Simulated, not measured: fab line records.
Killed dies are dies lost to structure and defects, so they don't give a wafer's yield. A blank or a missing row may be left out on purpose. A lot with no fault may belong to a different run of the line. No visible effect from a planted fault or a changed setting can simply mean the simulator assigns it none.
A struck lot beside a sound one | flow nandHarc | 37 steps out of a route of 1302
Sound: the wafers L208.1, L208.3, L208.4. Struck: wafers L201.2, L201.5. (L201.4 of the same lot was not struck and is left out.) The cause comes at the end.
Order at every step that has rows: each side's tool, ch and its chambers, its first start. Under that, the readings that differ: sound wafers | struck wafers | difference of the means | sigmas: that difference in standard deviations of wafers without a fault.
alike: a reading whose means differ by less than 2 such deviations, as well as words and numbers matching on both sides. not compared: withheld readings; readings where some wafer has no value; bounds like >300 that might hide an equal value; numbers whose values overlap and for which the record gives no deviation.
A row with sigmas, a row that says differs or no value, or rows on one side alone: a step with any of these is where the two part. Numbers that have no deviation but don't overlap get no sigmas and don't part them. A reading missing from all wafers of one side parts the sides only when that side holds two or more wafers.

NHARC_A_ONON_D1_INSPECT_32:
  struck on defectInspect-02, day 11 16:57; sound on defectInspect-01, day 14 06:32
  alike: rawDefectCount
then, 1 step without rows for these wafers: NHARC_A_CHANNEL_HOLE_D1_DEP_00 (deposits aC, target thk 3100 nm).
NHARC_A_CHANNEL_HOLE_D1_DEP_01: deposits SiON, target thk 140 nm.
  sound on pecvd-02 ch 1,2, day 14 11:27; struck on pecvd-03 ch 1,2, day 11 21:37
  alike: heaterPowerW
then, 8 steps without rows for these wafers: NHARC_A_CHANNEL_HOLE_D1_DEHYDRATE_02 (time 120 s); NHARC_A_CHANNEL_HOLE_D1_HMDS_03 (time 30 s); NHARC_A_CHANNEL_HOLE_D1_COAT_36 (time 75 s); NHARC_A_CHANNEL_HOLE_D1_COAT_37 (time 65 s); NHARC_A_CHANNEL_HOLE_D1_COAT_04 (resist thk 90 nm); NHARC_A_CHANNEL_HOLE_D1_SOFTBAKE_05 (time 55 s); NHARC_A_CHANNEL_HOLE_D1_EBR_06; NHARC_A_CHANNEL_HOLE_D1_EXPOSE_07 (exposes mask HOLE D1, target cd 100 nm).
NHARC_A_CHANNEL_HOLE_D1_PEB_08: peb time 65 s.
  sound on lithoTrack-04 ch 0, day 14 12:04; struck on lithoTrack-01 ch 0, day 11 22:14
then, 1 step without rows for these wafers: NHARC_A_CHANNEL_HOLE_D1_DEVELOP_09 (develop time 35 s).
NHARC_A_CHANNEL_HOLE_D1_CD_MEAS_10 targets a cd of 100 nm.
  sound on cdSem-02 ch 0, day 14 12:09; struck on cdSem-03 ch 0, day 11 22:19
reading   | sound           | struck      | difference | sigmas
cdNm (nm) | 99.5 100.0 99.2 | 103.0 103.4 | +3.6       | +5
NHARC_A_CHANNEL_HOLE_D1_OVL_MEAS_11:
  struck on overlay-02, day 11 22:24; sound on overlay-01, day 14 12:14
  alike: overlayXNm, overlayYNm
NHARC_A_CHANNEL_HOLE_D1_INSPECT_12:
  struck on defectInspect-01, day 11 22:26; sound on defectInspect-02, day 14 12:17
  alike: rawDefectCount
NHARC_A_CHANNEL_HOLE_D1_DESCUM_15: chemistry O2, time 3 s.
  sound on rieDiel-02 ch 2,3, day 14 12:21; struck on rieDiel-06 ch 0,3, day 11 22:30
reading                           | sound             | struck    | difference | sigmas
drypumpMotorCurrentA (A)          | 5.3 5.1 5.1       | 6.0 6.4   | +1.0       | +2
model.A_CHANNEL_HOLE_D1.cdNm (nm) | 99.17 100.5 99.65 | 103 103.1 | +3         | 
  alike: oesProductAu, rfVppV, showerheadPlenumPTorr, throttleValvePct
  not compared: rfHoursCounterH
then, 3 steps without rows for these wafers: NHARC_A_CHANNEL_HOLE_D1_ETCH_38 (etches the open film in CF4, target depth 39 nm, time 65 s); NHARC_A_CHANNEL_HOLE_D1_ETCH_39 (etches the open film in N2/H2, target depth 260 nm, time 325 s); NHARC_A_CHANNEL_HOLE_D1_ETCH_34 (etches the open film in CF4/CHF3, target depth 154 nm, time 77 s).
NHARC_A_CHANNEL_HOLE_D1_ETCH_16: etches the open film in O2/COS, target depth 3100 nm, time 806 s.
  sound: rieDiel-02 ch 1,2,3; struck: rieDiel-06 ch 1,2
  alike: drypumpMotorCurrentA, oesProductAu, rfVppV, showerheadPlenumPTorr, throttleValvePct
  not compared: rfHoursCounterH
NHARC_A_CHANNEL_HOLE_D1_CD_MEAS_18:
  struck on cdSem-03, day 11 23:37; sound on cdSem-01, day 14 14:06
  alike: cdNm
then, 2 steps without rows for these wafers: NHARC_A_CHANNEL_HOLE_D1_ETCH_19 (etches the open film in C4F8/O2/Ar, time 34.5 s); NHARC_A_CHANNEL_HOLE_D1_ETCH_20 (etches the open film in C4F8/O2/Ar, time 361.9 s, target depth 1600 nm).
NHARC_A_CHANNEL_HOLE_D1_ETCH_21: etches the open film in C4F8/O2/Ar, time 514.3 s, target depth 1600 nm.
  sound on harEtch-01 ch 0,1, day 14 15:38; struck on harEtch-01 ch 0, day 12 00:11
  alike: drypumpMotorCurrentA, showerheadPlenumPTorr, throttleValvePct
  not compared: rfHoursCounterH
then, 2 steps without rows for these wafers: NHARC_A_CHANNEL_HOLE_D1_ETCH_22 (etches the open film in C4F8/O2/Ar, time 666.7 s, target depth 1600 nm); NHARC_A_CHANNEL_HOLE_D1_ETCH_23 (etches the open film in C4F8/O2/Ar, time 819 s, target depth 1600 nm).
NHARC_A_CHANNEL_HOLE_D1_ETCH_24: etches the open film in C4F8/O2/Ar, time 906.2 s, target depth 1500 nm.
  sound on harEtch-01 ch 0,1, day 14 17:20; struck on harEtch-01 ch 0, day 12 01:56
  alike: drypumpMotorCurrentA, showerheadPlenumPTorr, throttleValvePct
  not compared: rfHoursCounterH
then, 2 steps without rows for these wafers: NHARC_A_CHANNEL_HOLE_D1_ETCH_25 (etches the open film in C4F8/O2/Ar, time 1040.2 s, target depth 1500 nm); NHARC_A_CHANNEL_HOLE_D1_ETCH_26 (etches the open film in C4F8/O2/Ar, time 224.1 s, target depth 300 nm).
NHARC_A_CHANNEL_HOLE_D1_ETCH_33: etches the open film in C4F8/O2/Ar, time 90 s, target depth 400 nm.
  sound on harEtch-01 ch 0,1, day 14 19:11; struck on harEtch-01 ch 0, day 12 03:41
  alike: drypumpMotorCurrentA, showerheadPlenumPTorr, throttleValvePct
  not compared: rfHoursCounterH
then, 3 steps without rows for these wafers: NHARC_A_CHANNEL_HOLE_D1_STRIP_41 (strips in N2/H2); NHARC_A_CHANNEL_HOLE_D1_STRIP_42 (strips in CF4/CHF3); NHARC_A_CHANNEL_HOLE_D1_STRIP_43 (strips in O2/COS).
NHARC_A_CHANNEL_HOLE_D1_ETCH_44: etches the open film in CF4/O2, target depth 140 nm, overetch 14 nm, time 77 s.
  sound on rieDiel-06 ch 1,2,3, day 14 19:56; struck on rieDiel-06 ch 1,3, day 12 04:25
reading                           | sound            | struck      | difference | sigmas
model.A_CHANNEL_HOLE_D1.cdNm (nm) | 87.9 87.96 89.51 | 93.62 89.78 | +3.24      | 
  alike: drypumpMotorCurrentA, oesProductAu, rfVppV, showerheadPlenumPTorr, throttleValvePct
  not compared: rfHoursCounterH
then, 2 steps without rows for these wafers: NHARC_A_CHANNEL_HOLE_D1_STRIP_27 (strips in O2); NHARC_END_SORT_01.

== WHERE THEY PART ==
Earliest at NHARC_A_CHANNEL_HOLE_D1_CD_MEAS_10; latest, in this record, at NHARC_A_CHANNEL_HOLE_D1_DESCUM_15. Later steps at which nothing parts them and some readings are alike: NHARC_A_CHANNEL_HOLE_D1_ETCH_16, NHARC_A_CHANNEL_HOLE_D1_CD_MEAS_18, NHARC_A_CHANNEL_HOLE_D1_ETCH_21, NHARC_A_CHANNEL_HOLE_D1_ETCH_24, NHARC_A_CHANNEL_HOLE_D1_ETCH_33, NHARC_A_CHANNEL_HOLE_D1_ETCH_44.

WHY: the cause the simulator had injected
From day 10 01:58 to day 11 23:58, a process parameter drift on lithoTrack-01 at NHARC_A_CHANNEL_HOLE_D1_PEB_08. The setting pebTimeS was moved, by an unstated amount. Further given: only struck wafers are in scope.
